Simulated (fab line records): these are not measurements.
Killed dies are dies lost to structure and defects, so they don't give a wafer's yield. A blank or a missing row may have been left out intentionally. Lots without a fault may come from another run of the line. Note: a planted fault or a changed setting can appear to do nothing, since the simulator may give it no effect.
fab line records	flow nand-harc
[record] lots = 12	wafers = 36	last-day = 32
route steps=1302 shown HYBRID_BOND@1242 THIN_TSV@1262 END@1302
lots that met no fault: taken from a fault-free run of the same line
start-h: hours from the record's opening day to when the first of the lot's shown wafers began	wait-h: time in hours since the lot's previous step	" as in the row above	L1.1+2: several wafers, shown together as one row	- no value, or no start was given	* or withheld: withheld	< > ~ a bound
route shown NAME@n: names a module that has steps shown in the file, with the first one's number in the route	usual: mean and standard deviation over wafers with no fault	same: alike in all rows	chamber/n: place in a boat	sites: the reading at each site	_std_site: standard deviation across them	_edge_site: inner sites' mean taken away from outer sites' mean	radius-mm: for every site, how far away it sits from the centre of the wafer	mask NAME#n: copy n	behind: tool/chamber where the wafer was last shaped	hold: the reason the lot was held/the length of the hold in hours/how it ended	device: whichever transistor did not switch (one of n, p or np)	end of line: at the end of the route, the tests of the same wafers	a step without rows: its recipe alone	killed: count of dies lost to structure and defects at first sort (not the wafer's yield)	map: per-die view of a wafer (x killed, . not killed, _ where there is no die)
set.NAME: the run value of the setting; set.NAME@STEP: its run value at that earlier step	model.NAME: the simulator's own value behind a step, which no gauge read
one table for each step of the route and one row for each wafer, over a sample of lots
services: the hour from which a tool's chamber was out of use, counted from the record's first day as start-h (under 0 if before that day), plus the number of hours and why
[[steps]]
[step NHARC_HYBRID_BOND_OVL_MEAS_05]
[usual] overlay-x-nm = -2/34	overlay-y-nm = -2/35
lot.wafer	tool	chamber	start-h	wait-h	overlay-x-nm	overlay-y-nm
L700.2	overlay-01	-	566.20	0.4	-62	-28
L700.3	"	-	"	"	-7	-12
L700.6	"	-	"	"	44	-6
L701.2	overlay-02	-	571.77	0.4	12	31
L701.3	"	-	"	"	38	43
L701.4	"	-	"	"	3	33
L702.3	overlay-02	-	579.08	0.4	55	22
L702.4	"	-	"	"	25	7
L702.6	"	-	"	"	23	-27
L705.1	overlay-02	-	604.19	0.4	-31	-22
L705.3	"	-	"	"	-26	-36
L705.5	"	-	"	"	-75	34
L713.4	overlay-01	-	689.79	0.4	-24	25
L713.5	"	-	"	"	-5	-8
L713.6	"	-	"	"	-7	-6
L714.3	overlay-02	-	709.56	0.4	-50	40
L714.4	"	-	"	"	-25	-8
L714.5	"	-	"	"	-9	-16
L716.1	overlay-01	-	713.76	0.4	82	-81
L716.3	"	-	"	"	29	-3
L716.5	"	-	"	"	-26	45
L715.3	overlay-02	-	713.78	0.4	17	32
L715.4	"	-	"	"	-25	-48
L715.5	"	-	"	"	-31	-2
L717.2	overlay-02	-	733.86	0.4	-45	-46
L717.3	"	-	"	"	-39	27
L717.6	"	-	"	"	-11	32
L719.2	overlay-02	-	739.35	0.4	-37	10
L719.3	"	-	"	"	0	27
L719.5	"	-	"	"	-31	-35
L720.3	overlay-02	-	743.68	0.4	45	-26
L720.5	"	-	"	"	-4	31
L720.6	"	-	"	"	16	33
L721.1	overlay-02	-	756.26	0.4	43	-1
L721.3	"	-	"	"	-48	48
L721.4	"	-	"	"	0	18
[step NHARC_THIN_TSV_ETCH_44]
[recipe] target-depth-a = 15942	time-s = 797.1	cf4-flow-sccm = 150	o2-flow-sccm = 10	ar-flow-sccm = 0	rf-w = 300	bias-w = 800	chemistry = CF4/O2
[usual] drypump-motor-current-A = 5.7/0.35	oes-product-au = 0.997/0.013	rf-vpp-V = 794/5	showerhead-plenum-p-Torr = 1.83/0.078	throttle-valve-pct = 16.913/0.009
lot.wafer	tool	chamber	start-h	wait-h	drypump-motor-current-A	oes-product-au	rf-hours-counter-h	rf-vpp-V	showerhead-plenum-p-Torr	throttle-valve-pct
L700.3	rie-diel-13	3	569.20	0.1	5.6	1.015	1.8	792	1.80	16.913
L700.2	"	0	"	"	5.2	1.009	1.9	787	1.71	16.907
L700.6	"	3	"	"	5.7	1.021	-	792	1.80	16.908
L701.2	rie-diel-07	3	575.98	0.1	5.8	0.981	6.3	796	1.90	16.921
L701.3	"	0	"	"	5.4	0.993	4.4	794	1.82	16.911
L701.4	"	2	"	"	6.1	0.993	6.7	790	1.75	16.908
L702.4	rie-diel-13	3	581.93	0.1	5.6	1.009	2.8	794	1.80	16.916
L702.3	"	2	"	"	5.4	1.000	2.6	802	1.96	16.910
L702.6	"	3	"	"	5.7	1.023	-	794	1.80	16.901
L705.1	rie-diel-07	0	607.29	0.2	5.4	1.000	6.4	794	1.82	16.919
L705.3	"	1	"	"	6.0	0.996	8.1	796	1.87	16.915
L705.5	"	3	"	"	5.8	0.992	-	797	1.90	16.919
L713.4	rie-diel-13	0	693.04	0.2	5.2	1.006	7.8	787	1.71	16.918
L713.6	"	2	"	"	5.4	1.009	-	801	1.96	16.916
L713.5	"	3	"	"	5.7	0.999	-	791	1.80	16.912
L714.4	rie-diel-07	3	712.55	0.1	5.8	0.981	3.7	799	1.89	16.896
L714.3	"	1	"	"	6.0	1.031	4.0	797	1.87	16.908
L714.5	"	3	"	"	5.8	0.993	-	798	1.89	16.904
L716.3	rie-diel-07	3	716.62	0.1	5.8	0.982	4.4	797	1.89	16.908
L716.1	"	0	"	"	5.4	0.980	4.6	793	1.82	16.912
L716.5	"	3	"	"	5.8	0.968	-	798	1.89	16.908
L715.3	rie-diel-13	3	718.02	0.1	5.7	1.004	0.6	792	1.80	16.933
L715.4	"	0	"	"	5.3	1.005	0.6	787	1.71	16.916
L715.5	"	2	"	"	5.4	0.979	-	801	1.96	16.920
L717.3	rie-diel-13	3	736.83	0.1	5.7	0.994	1.9	791	1.80	16.921
L717.2	"	0	"	"	5.3	0.993	1.7	786	1.71	16.898
L717.6	"	0	"	"	5.2	0.994	-	787	1.71	16.908
L719.3	rie-diel-13	2	746.79	0.1	5.4	0.988	2.4	804	1.96	16.922
L719.2	"	3	"	"	5.7	1.003	2.7	791	1.80	16.895
L719.5	"	3	"	"	5.7	0.999	-	792	1.80	16.916
L720.3	rie-diel-13	2	749.17	0.1	5.4	0.984	3.2	803	1.95	16.918
L720.5	"	2	"	"	5.4	0.994	-	803	1.95	16.916
L720.6	"	3	"	"	5.6	0.994	-	790	1.80	16.918
L721.4	rie-diel-03	1	759.21	0.1	6.0	0.978	5.7	798	1.87	16.894
L721.3	"	2	"	"	5.7	1.017	5.8	790	1.74	16.923
L721.1	"	3	"	"	5.7	0.987	4.7	790	1.76	16.896
[step NHARC_THIN_TSV_ETCHBACK_48]
[recipe] target-depth-a = 10285	over-etch-frac = 0.3	time-s = 405.17	ion-energy-ev = 250	c4f8-flow-sccm = withheld	ar-flow-sccm = withheld	rf-w = 600	bias-w = 300	chemistry = C4F8/Ar
[usual] oes-product-au = 0.94/0.03	over-etch-frac = 0.3/0	rf-vpp-V = 547/3.2
lot.wafer	tool	chamber	start-h	wait-h	oes-product-au	over-etch-frac	rf-hours-counter-h	rf-vpp-V
L700.2	rie-diel-03	1	571.23	-	0.92	0.3	5.6	551
L700.3	"	3	"	"	0.92	0.3	4.9	545
L700.6	"	0	"	"	0.93	0.3	-	547
L701.3	rie-diel-13	3	578.07	-	0.92	0.3	2.5	544
L701.2	"	0	"	"	0.93	0.3	3.0	541
L701.4	"	1	"	"	0.90	0.3	2.9	551
L702.3	rie-diel-07	2	583.92	-	1.00	0.3	7.4	543
L702.4	"	1	"	"	0.99	0.3	7.4	547
L702.6	"	3	"	"	0.98	0.3	-	549
L705.3	rie-diel-07	1	609.16	-	0.91	0.3	8.2	549
L705.1	"	3	"	"	0.90	0.3	8.9	551
L705.5	"	2	"	"	0.93	0.3	-	543
L713.5	rie-diel-07	0	695.06	-	0.92	0.3	-	546
L713.4	"	1	"	"	0.94	0.3	-	549
L713.6	"	3	"	"	0.90	0.15874	-	550
L714.4	rie-diel-07	1	714.62	-	1.00	0.3	4.2	549
L714.3	"	3	"	"	0.95	0.15874	4.2	550
L714.5	"	1	"	"	0.99	0.3	-	547
L716.3	rie-diel-07	2	718.68	-	0.91	0.15874	4.3	542
L716.1	"	3	"	"	0.91	0.3	4.8	550
L716.5	"	0	"	"	0.93	0.3	-	547
L715.4	rie-diel-13	1	719.95	-	0.97	0.3	0.7	551
L715.3	"	2	"	"	0.96	0.3	0.9	553
L715.5	"	1	"	"	0.96	0.3	-	549
L717.3	rie-diel-13	3	738.85	-	0.95	0.3	2.3	544
L717.2	"	0	"	"	0.93	0.3	2.1	542
L717.6	"	2	"	"	0.96	0.3	-	553
L719.2	rie-diel-03	2	748.82	-	0.93	0.3	5.4	544
L719.3	"	3	"	"	0.90	0.3	4.3	542
L719.5	"	1	"	"	0.90	0.3	-	549
L720.3	rie-diel-03	0	751.21	-	0.93	0.3	4.3	549
L720.5	"	3	"	"	0.92	0.3	-	544
L720.6	"	0	"	"	0.93	0.3	-	546
L721.3	rie-diel-03	3	761.14	-	0.91	0.3	4.8	543
L721.4	"	0	"	"	0.92	0.3	4.9	547
L721.1	"	2	"	"	0.94	0.3	6.0	543
[step NHARC_THIN_TSV_PVD_51]
[recipe] target-thk-a = 1000	chamber-pressure-pa = 5	material = Cu
[usual] chamber-pressure-pa = 4.999/0.0092	throttle-valve-pct = 30.0/1
lot.wafer	tool	chamber	start-h	wait-h	chamber-pressure-pa	throttle-valve-pct
L700.2	pvd-sputter-01	-	-	-	4.994	29.1
L700.3	"	-	"	"	5.007	30.0
L700.6	"	-	"	"	5.006	32.0
L701.3	pvd-sputter-02	-	-	-	5.004	30.6
L701.4	"	-	"	"	4.986	30.0
L701.2	"	-	"	"	4.996	29.7
L702.4	pvd-sputter-02	-	-	-	4.999	30.0
L702.3	"	-	"	"	5.008	30.5
L702.6	"	-	"	"	5.002	29.7
L705.1	pvd-sputter-03	-	-	-	5.001	30.7
L705.3	"	-	"	"	5.012	28.2
L705.5	"	-	"	"	5.008	30.7
L713.4	pvd-sputter-01	-	-	-	4.973	29.5
L713.5	"	-	"	"	5.016	29.5
L713.6	"	-	"	"	4.995	28.4
L714.4	pvd-sputter-02	-	-	-	4.990	29.3
L714.3	"	-	"	"	4.988	31.2
L714.5	"	-	"	"	4.981	31.2
L716.1	pvd-sputter-02	-	-	-	5.017	29.4
L716.3	"	-	"	"	4.990	30.9
L716.5	"	-	"	"	5.004	29.7
L715.4	pvd-sputter-03	-	-	-	4.997	29.8
L715.3	"	-	"	"	5.008	31.2
L715.5	"	-	"	"	5.000	29.8
L717.2	pvd-sputter-03	-	-	-	5.006	29.9
L717.3	"	-	"	"	5.007	28.3
L717.6	"	-	"	"	5.002	29.5
L719.2	pvd-sputter-01	-	-	-	4.998	29.4
L719.3	"	-	"	"	4.987	30.7
L719.5	"	-	"	"	5.000	29.3
L720.3	pvd-sputter-02	-	-	-	4.995	31.0
L720.6	"	-	"	"	5.011	29.5
L720.5	"	-	"	"	4.994	31.2
L721.3	pvd-sputter-02	-	-	-	5.005	30.8
L721.1	"	-	"	"	4.976	29.5
L721.4	"	-	"	"	4.994	31.3
[step NHARC_END_SORT_01]
[recipe] temp-c = 25
[usual] defect-limited-yield = 91.3/1.9	killed-at-array = 54/12	killed-at-other = 0.7/1.1	killed-at-periphery = 3.9/2.8	killed-dies = 59/13	killed-open = 3.4/2	killed-short = 2.5/1.7	sort_bin_2_pct = 3.1/0.91	sort_bin_3_pct = 0.6/0.34	sort_bin_4_pct = 5.0/1.1	sort-n-pass = 618/13	sort-rim-yield-pct = 88/3.5	sort-yield-pct = 91.3/1.9
[same] gross-dies = 677	sort_bin_5_pct[%] = 0	sort_bin_6_pct[%] = 0	sort_bin_7_pct[%] = 0	sort_bin_8_pct[%] = 0	sort-rim-n-gross = 106.00
lot.wafer	tool	chamber	start-h	wait-h	defect-limited-yield[%]	killed-at-array	killed-at-other	killed-at-periphery	killed-dies	killed-open	killed-short	sort_bin_2_pct[%]	sort_bin_3_pct[%]	sort_bin_4_pct[%]	sort-n-pass	sort-rim-yield-pct[%]	sort-yield-pct[%]
L700.2	prober-01	0	585.91	2.8	90.4	55	0	10	65	2	3	3.7	1.2	4.7	612	88	90.4
L700.3	prober-01	0	586.71	3.1	90.0	53	0	15	68	1	2	3.2	0.9	5.9	609	88	90.0
L700.6	prober-01	0	589.11	4.0	89.2	60	0	13	73	3	3	4.7	1.0	5.0	604	84	89.2
L701.2	prober-01	0	593.71	2.8	92.2	47	0	6	53	0	0	2.8	1.0	4.0	624	89	92.2
L701.3	prober-01	0	594.51	3.1	88.3	75	0	4	79	2	4	4.9	1.3	5.5	598	84	88.3
L701.4	prober-01	0	595.31	3.4	90.3	64	0	2	66	3	0	4.9	0.4	4.4	611	89	90.3
L702.3	prober-02	0	600.97	3.1	93.6	38	1	4	43	3	2	2.2	0.1	4.0	634	89	93.6
L702.4	prober-02	0	601.76	3.4	93.5	43	0	1	44	2	3	1.9	0.3	4.3	633	92	93.5
L702.6	prober-02	0	603.36	4.0	93.5	42	1	1	44	1	3	2.1	0.6	3.8	633	91	93.5
L705.1	prober-01	0	622.73	2.6	87.1	84	0	3	87	4	1	4.9	1.2	6.8	590	81	87.1
L705.3	prober-01	0	624.33	3.1	89.8	63	2	4	69	2	1	3.4	1.2	5.6	608	89	89.8
L705.5	prober-01	0	625.93	3.7	87.3	78	2	6	86	2	4	4.9	1.2	6.6	591	82	87.3
L713.4	prober-01	0	710.46	3.4	88.6	70	0	7	77	5	4	4.7	0.7	5.9	600	82	88.6
L713.5	prober-01	0	711.26	3.7	91.3	54	1	4	59	2	3	3.7	0.6	4.4	618	85	91.3
L713.6	prober-01	0	712.05	4.0	90.7	58	0	5	63	3	1	3.5	0.3	5.5	614	86	90.7
L714.3	prober-02	0	728.85	3.1	91.1	59	1	0	60	2	2	2.5	0.6	5.8	617	87	91.1
L714.4	prober-02	0	729.65	3.4	92.2	51	2	0	53	2	2	2.5	0.7	4.6	624	87	92.2
L714.5	prober-02	0	730.45	3.7	90.3	64	0	2	66	6	1	4.3	0.9	4.6	611	91	90.3
L716.1	prober-01	0	731.57	2.5	92.6	44	2	4	50	2	3	2.8	0.6	4.0	627	89	92.6
L716.3	prober-01	0	733.16	3.1	94.2	37	0	2	39	2	1	1.9	0.3	3.5	638	90	94.2
L716.5	prober-01	0	734.76	3.7	92.3	47	1	4	52	5	7	2.2	0.7	4.7	625	90	92.3
L715.3	prober-02	0	736.62	3.1	89.7	68	0	2	70	5	5	3.2	0.9	6.2	607	80	89.7
L715.4	prober-02	0	737.42	3.4	90.3	61	1	4	66	3	3	3.8	0.6	5.3	611	85	90.3
L715.5	prober-02	0	738.21	3.7	91.1	58	0	2	60	3	2	3.5	0.7	4.6	617	86	91.1
L717.2	prober-01	0	753.06	2.8	92.2	50	0	3	53	6	6	2.5	0.6	4.7	624	87	92.2
L717.3	prober-01	0	753.84	3.1	91.9	45	1	9	55	1	4	2.8	0.4	4.9	622	91	91.9
L717.6	prober-01	0	756.18	3.9	91.4	48	3	7	58	1	0	2.2	0.7	5.6	619	89	91.4
L719.2	prober-01	0	762.24	2.8	92.3	49	0	3	52	5	2	3.1	0.1	4.4	625	88	92.3
L719.3	prober-01	0	763.04	3.1	93.6	38	2	3	43	2	3	1.9	0.7	3.7	634	92	93.6
L719.5	prober-01	0	764.64	3.7	92.2	43	4	6	53	4	1	3.0	0.4	4.4	624	89	92.2
L720.3	prober-01	0	770.93	3.2	92.3	49	1	2	52	2	3	3.2	0.6	3.8	625	88	92.3
L720.5	prober-01	0	772.55	3.7	92.2	49	1	3	53	8	3	2.4	0.3	5.2	624	91	92.2
L720.6	prober-01	0	773.36	4.0	93.2	46	0	0	46	2	0	1.9	0.4	4.4	631	92	93.2
L721.1	prober-02	0	773.78	2.6	93.5	37	1	6	44	1	2	2.1	0.7	3.7	633	89	93.5
L721.3	prober-02	0	775.39	3.1	93.2	45	0	1	46	2	3	3.2	0.4	3.1	631	92	93.2
L721.4	prober-02	0	776.19	3.4	92.6	40	3	7	50	5	0	2.5	0.1	4.7	627	88	92.6
// killed by level:class
L700.2 A_CHANNEL_HOLE_D2:chamber-film-flake=22 A_CHANNEL_HOLE_D1:chamber-film-flake=21 P_BONDPAD:chamber-film-flake=7 P_ZERO_WELL:chamber-film-flake=3 A_CONTACT:chamber-film-flake=3 A_STAIRCASE:chamber-film-flake=2 A_ONON_D1:geometric-particle:short=1 A_DECK1_JOINT:geometric-particle:short=1
L700.3 A_CHANNEL_HOLE_D2:chamber-film-flake=24 A_CHANNEL_HOLE_D1:chamber-film-flake=22 P_BONDPAD:chamber-film-flake=9 A_CONTACT:chamber-film-flake=3 P_GATE:chamber-film-flake=2 A_WL_FILL:chamber-film-flake=2 P_GATE:geometric-particle:short=1 P_CONTACT:geometric-particle:open=1
L700.6 A_CHANNEL_HOLE_D2:chamber-film-flake=35 A_CHANNEL_HOLE_D1:chamber-film-flake=19 P_BONDPAD:chamber-film-flake=6 P_CONTACT:geometric-particle:open=2 P_GATE:chamber-film-flake=2 A_DECK1_JOINT:chamber-film-flake=2 P_STI:geometric-particle:open=1 A_CHANNEL_HOLE_D2:geometric-particle:short=1
L701.2 A_CHANNEL_HOLE_D1:chamber-film-flake=22 A_CHANNEL_HOLE_D2:chamber-film-flake=11 P_STI:chamber-film-flake=5 A_CONTACT:chamber-film-flake=5 A_DECK1_JOINT:chamber-film-flake=3 A_SLIT:chamber-film-flake=2 P_ZERO_WELL:chamber-film-flake=1 A_ZERO_WELL:chamber-film-flake=1
L701.3 A_CHANNEL_HOLE_D2:chamber-film-flake=31 A_CHANNEL_HOLE_D1:chamber-film-flake=26 A_CONTACT:chamber-film-flake=8 P_STI:chamber-film-flake=3 A_STAIRCASE:chamber-film-flake=2 P_M1:geometric-particle:short=1 A_ONON_D1:geometric-particle:short=1 A_DECK1_JOINT:geometric-particle:short=1
L701.4 A_CHANNEL_HOLE_D2:chamber-film-flake=28 A_CHANNEL_HOLE_D1:chamber-film-flake=25 P_STI:chamber-film-flake=2 A_DECK1_JOINT:chamber-film-flake=2 A_CHANNEL_FILL_D2:chamber-film-flake=2 A_STAIRCASE:chamber-film-flake=2 A_CONTACT:chamber-film-flake=2 A_SOURCE_PLATE:geometric-particle:open=1
L702.3 A_SLIT:chamber-film-flake=19 A_CHANNEL_HOLE_D2:chamber-film-flake=5 A_CONTACT:chamber-film-flake=5 A_STAIRCASE:chamber-film-flake=3 A_ONON_D1:geometric-particle:short=2 P_GATE:chamber-film-flake=2 A_CHANNEL_HOLE_D1:chamber-film-flake=2 P_CONTACT:geometric-particle:open=1
L702.4 A_SLIT:chamber-film-flake=23 A_CHANNEL_HOLE_D2:chamber-film-flake=7 A_CONTACT:chamber-film-flake=5 A_CHANNEL_HOLE_D1:chamber-film-flake=3 P_GATE:geometric-particle:open=1 A_CHANNEL_FILL_D1:geometric-particle:short=1 A_CHANNEL_FILL_D2:geometric-particle:open=1 A_CHANNEL_FILL_D2:geometric-particle:short=1
L702.6 A_SLIT:chamber-film-flake=17 A_CHANNEL_HOLE_D2:chamber-film-flake=12 A_CONTACT:chamber-film-flake=7 A_CHANNEL_HOLE_D1:chamber-film-flake=3 P_CONTACT:geometric-particle:open=1 A_CHANNEL_FILL_D1:geometric-particle:short=1 A_SGD_CUT:geometric-particle:short=1 A_BLC:geometric-particle:short=1
L705.1 A_CHANNEL_HOLE_D1:chamber-film-flake=31 A_CHANNEL_HOLE_D2:chamber-film-flake=25 A_STAIRCASE:chamber-film-flake=8 A_CONTACT:chamber-film-flake=8 A_BONDPAD:chamber-film-flake=4 A_M1:chamber-film-flake=2 P_M0:geometric-particle:open=1 A_SOURCE_PLATE:geometric-particle:open=1
L705.3 A_CHANNEL_HOLE_D1:chamber-film-flake=24 A_CHANNEL_HOLE_D2:chamber-film-flake=18 A_CONTACT:chamber-film-flake=6 A_BONDPAD:chamber-film-flake=5 A_CHANNEL_FILL_D2:chamber-film-flake=2 A_STAIRCASE:chamber-film-flake=2 A_SLIT:chamber-film-flake=2 THIN_TSV:chamber-film-flake=2
L705.5 A_CHANNEL_HOLE_D1:chamber-film-flake=32 A_CHANNEL_HOLE_D2:chamber-film-flake=27 A_CONTACT:chamber-film-flake=6 P_M0:chamber-film-flake=5 A_STAIRCASE:chamber-film-flake=3 A_BONDPAD:chamber-film-flake=3 A_M1:chamber-film-flake=2 A_SOURCE_PLATE:geometric-particle:open=1
L713.4 A_CHANNEL_HOLE_D1:chamber-film-flake=31 A_SLIT:chamber-film-flake=22 P_M2:chamber-film-flake=5 A_CHANNEL_HOLE_D1:geometric-particle:short=3 A_CHANNEL_FILL_D1:chamber-film-flake=2 A_BLC:chamber-film-flake=2 P_CONTACT:geometric-particle:open=1 A_ONON_D1:geometric-particle:open=1
L713.5 A_CHANNEL_HOLE_D1:chamber-film-flake=27 A_SLIT:chamber-film-flake=18 P_M2:chamber-film-flake=2 A_DECK1_JOINT:chamber-film-flake=2 A_DECK1_JOINT:geometric-particle:short=1 A_CHANNEL_FILL_D2:geometric-particle:short=1 A_SGD_CUT:geometric-particle:short=1 A_WL_FILL:geometric-particle:open=1
L713.6 A_CHANNEL_HOLE_D1:chamber-film-flake=25 A_SLIT:chamber-film-flake=21 P_M2:chamber-film-flake=5 A_CHANNEL_FILL_D1:geometric-particle:open=2 A_DECK1_JOINT:chamber-film-flake=2 A_WL_FILL:chamber-film-flake=2 A_BLC:chamber-film-flake=2 A_ONON_D1:geometric-particle:short=1
L714.3 A_SLIT:chamber-film-flake=24 A_CHANNEL_HOLE_D2:chamber-film-flake=15 A_CHANNEL_HOLE_D1:chamber-film-flake=10 A_CONTACT:chamber-film-flake=3 A_STAIRCASE:chamber-film-flake=2 A_ONON_D1:geometric-particle:short=1 A_ONON_D1:geometric-particle:open=1 A_CHANNEL_FILL_D2:geometric-particle:open=1
L714.4 A_SLIT:chamber-film-flake=15 A_CHANNEL_HOLE_D2:chamber-film-flake=12 A_CHANNEL_HOLE_D1:chamber-film-flake=10 A_CONTACT:chamber-film-flake=3 A_CHANNEL_FILL_D1:chamber-film-flake=3 A_STAIRCASE:chamber-film-flake=2 A_WL_FILL:chamber-film-flake=2 THIN_TSV:chamber-film-flake=2
L714.5 A_SLIT:chamber-film-flake=33 A_CHANNEL_HOLE_D2:chamber-film-flake=14 A_CHANNEL_HOLE_D1:chamber-film-flake=4 A_CONTACT:chamber-film-flake=4 P_GATE:geometric-particle:open=1 A_DECK1_JOINT:geometric-particle:open=1 A_ONON_D2:geometric-particle:open=1 A_WL_FILL:geometric-particle:open=1
L716.1 A_CHANNEL_HOLE_D1:chamber-film-flake=29 A_SLIT:chamber-film-flake=5 P_GATE:chamber-film-flake=3 A_CONTACT:chamber-film-flake=3 A_STAIRCASE:chamber-film-flake=2 THIN_TSV:chamber-film-flake=2 A_CHANNEL_HOLE_D1:geometric-particle:open=1 A_ONON_D2:geometric-particle:short=1
L716.3 A_CHANNEL_HOLE_D1:chamber-film-flake=19 A_CONTACT:chamber-film-flake=7 A_STAIRCASE:chamber-film-flake=4 A_CHANNEL_HOLE_D1:geometric-particle:open=2 A_SLIT:chamber-film-flake=2 A_CHANNEL_FILL_D1:geometric-particle:short=1 P_GATE:chamber-film-flake=1 P_M1:chamber-film-flake=1
L716.5 A_CHANNEL_HOLE_D1:chamber-film-flake=24 A_CONTACT:chamber-film-flake=6 A_SLIT:chamber-film-flake=4 A_WL_FILL:geometric-particle:short=3 A_WL_FILL:chamber-film-flake=3 A_STAIRCASE:chamber-film-flake=2 P_CONTACT:geometric-particle:open=1 P_CONTACT:geometric-particle:short=1
L715.3 A_CHANNEL_HOLE_D2:chamber-film-flake=26 A_SLIT:chamber-film-flake=20 A_CHANNEL_HOLE_D1:chamber-film-flake=5 A_CONTACT:chamber-film-flake=4 A_ONON_D1:geometric-particle:open=2 A_M0:geometric-particle:short=2 A_DECK1_JOINT:chamber-film-flake=2 P_GATE:geometric-particle:open=1
L715.4 A_SLIT:chamber-film-flake=25 A_CHANNEL_HOLE_D2:chamber-film-flake=18 A_CHANNEL_HOLE_D1:chamber-film-flake=5 A_CONTACT:chamber-film-flake=5 A_DECK1_JOINT:chamber-film-flake=3 P_CONTACT:geometric-particle:open=1 P_M0:geometric-particle:short=1 A_SOURCE_PLATE:geometric-particle:short=1
L715.5 A_SLIT:chamber-film-flake=23 A_CHANNEL_HOLE_D2:chamber-film-flake=13 A_CHANNEL_HOLE_D1:chamber-film-flake=12 A_CONTACT:chamber-film-flake=5 P_M0:geometric-particle:open=2 A_SOURCE_PLATE:geometric-particle:short=1 A_DECK1_JOINT:geometric-particle:short=1 A_DECK1_JOINT:geometric-particle:open=1
L717.2 A_SLIT:chamber-film-flake=24 A_CHANNEL_HOLE_D1:chamber-film-flake=5 A_CONTACT:chamber-film-flake=5 A_ONON_D2:geometric-particle:short=3 A_CHANNEL_FILL_D1:geometric-particle:open=2 A_CHANNEL_FILL_D2:geometric-particle:short=2 A_CONTACT:geometric-particle:open=2 P_CONTACT:geometric-particle:open=1
L717.3 A_SLIT:chamber-film-flake=16 A_CHANNEL_HOLE_D1:chamber-film-flake=10 A_STAIRCASE:chamber-film-flake=5 P_BONDPAD:chamber-film-flake=4 A_CONTACT:chamber-film-flake=4 P_STI:chamber-film-flake=2 P_GATE:chamber-film-flake=2 A_WL_FILL:chamber-film-flake=2
L717.6 A_SLIT:chamber-film-flake=27 A_CHANNEL_HOLE_D1:chamber-film-flake=7 A_CONTACT:chamber-film-flake=5 P_GATE:chamber-film-flake=4 A_STAIRCASE:chamber-film-flake=3 THIN_TSV:chamber-film-flake=3 A_WL_FILL:chamber-film-flake=2 A_WL_FILL:geometric-particle:open=1
L719.2 A_CHANNEL_HOLE_D1:chamber-film-flake=13 A_SLIT:chamber-film-flake=11 A_CONTACT:chamber-film-flake=7 A_CHANNEL_HOLE_D2:chamber-film-flake=6 A_STAIRCASE:chamber-film-flake=4 P_CONTACT:geometric-particle:open=1 A_ONON_D1:geometric-particle:short=1 A_DECK1_JOINT:geometric-particle:open=1
L719.3 A_CHANNEL_HOLE_D1:chamber-film-flake=16 A_SLIT:chamber-film-flake=9 A_CONTACT:chamber-film-flake=8 A_CHANNEL_HOLE_D2:chamber-film-flake=2 P_GATE:geometric-particle:open=1 P_M0:geometric-particle:short=1 A_ONON_D1:geometric-particle:open=1 A_SGD_CUT:geometric-particle:short=1
L719.5 A_CHANNEL_HOLE_D1:chamber-film-flake=17 A_SLIT:chamber-film-flake=8 A_CONTACT:chamber-film-flake=7 A_CHANNEL_HOLE_D2:chamber-film-flake=4 THIN_TSV:chamber-film-flake=4 P_GATE:chamber-film-flake=3 A_M0:geometric-particle:open=2 P_STI:chamber-film-flake=2
L720.3 A_CHANNEL_HOLE_D2:chamber-film-flake=23 A_SLIT:chamber-film-flake=8 A_STAIRCASE:chamber-film-flake=4 A_CONTACT:chamber-film-flake=4 A_CHANNEL_HOLE_D1:chamber-film-flake=3 A_M1:geometric-particle:open=2 A_ONON_D1:geometric-particle:short=1 A_ONON_D2:geometric-particle:short=1
L720.5 A_CHANNEL_HOLE_D2:chamber-film-flake=19 A_SLIT:chamber-film-flake=8 A_CONTACT:chamber-film-flake=5 A_WL_FILL:chamber-film-flake=3 A_CHANNEL_FILL_D1:geometric-particle:open=2 P_ZERO_WELL:chamber-film-flake=2 A_DECK1_JOINT:chamber-film-flake=2 P_CONTACT:geometric-particle:open=1
L720.6 A_CHANNEL_HOLE_D2:chamber-film-flake=25 A_CONTACT:chamber-film-flake=8 A_SLIT:chamber-film-flake=5 A_STAIRCASE:chamber-film-flake=2 A_ONON_D1:geometric-particle:open=1 A_BLC:geometric-particle:open=1 A_ZERO_WELL:chamber-film-flake=1 A_CHANNEL_HOLE_D1:chamber-film-flake=1
L721.1 A_SLIT:chamber-film-flake=22 A_CONTACT:chamber-film-flake=8 P_GATE:chamber-film-flake=4 A_M1:chamber-film-flake=2 P_M1:geometric-particle:short=1 A_ONON_D1:geometric-particle:open=1 A_CHANNEL_FILL_D2:geometric-particle:short=1 P_M2:chamber-film-flake=1
L721.3 A_SLIT:chamber-film-flake=35 A_CHANNEL_FILL_D1:geometric-particle:short=2 A_CONTACT:chamber-film-flake=2 A_M1:chamber-film-flake=2 A_ONON_D2:geometric-particle:short=1 A_BLC:geometric-particle:open=1 A_M0:geometric-particle:open=1 P_GATE:chamber-film-flake=1
L721.4 A_SLIT:chamber-film-flake=25 P_GATE:chamber-film-flake=3 A_CONTACT:chamber-film-flake=3 THIN_TSV:chamber-film-flake=3 A_CONTACT:geometric-particle:open=2 P_M2:chamber-film-flake=2 A_DECK1_JOINT:chamber-film-flake=2 A_CHANNEL_HOLE_D2:chamber-film-flake=2
[[services]]
tool	chamber	start-h	hours	kind
rie-diel-13	0	552.52	-	clean
rie-diel-13	1	552.52	-	clean
rie-diel-13	2	552.52	-	clean
rie-diel-13	3	552.52	-	clean
pvd-sputter-03	-	575.24	1.9	repair
rie-diel-13	0	577.02	-	clean
rie-diel-13	1	577.02	-	clean
rie-diel-13	2	577.02	-	clean
rie-diel-13	3	577.02	-	clean
pvd-sputter-01	-	582.07	10.0	pm
rie-diel-13	0	601.52	-	clean
rie-diel-13	1	601.52	-	clean
rie-diel-03	0	619.12	6.5	repair
rie-diel-03	-	635.38	9.0	pm
pvd-sputter-02	-	638.00	10.0	pm
rie-diel-03	3	647.27	1.7	repair
rie-diel-07	-	648.20	9.0	pm
pvd-sputter-01	-	685.65	8.8	repair
rie-diel-07	2	694.04	7.4	repair
pvd-sputter-03	-	704.00	10.0	pm
pvd-sputter-02	-	720.28	1.0	repair
rie-diel-07	0	739.86	8.6	repair
rie-diel-13	2	753.65	1.6	repair
pvd-sputter-01	-	760.07	10.0	pm
[[key]]
[first-sign] step = NHARC_THIN_TSV_ETCHBACK_48	reading = over-etch-frac	direction = down	sigmas = 99+	usual = 0.3	struck = 0.15874
effect none on later readings
met-at NHARC_THIN_TSV_ETCHBACK_48
struck-lots L713,L714,L716
struck-wafers L713.6,L714.3,L716.3
not-acting-at NHARC_HYBRID_BOND_OVL_MEAS_05,NHARC_THIN_TSV_ETCH_44,NHARC_THIN_TSV_PVD_51
onset-between 609.16 695.06
[fault] kind = process-parameter-drift	tool = rie-diel-07	chamber = -	onset-h = 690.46	steps = NHARC_THIN_TSV_ETCHBACK_48	channel = over-etch-frac	offset = -0.14126	shape = step	end-h = 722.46	scope = struck-wafers-only	acts-in = these-recipes-only	stated = 0.3
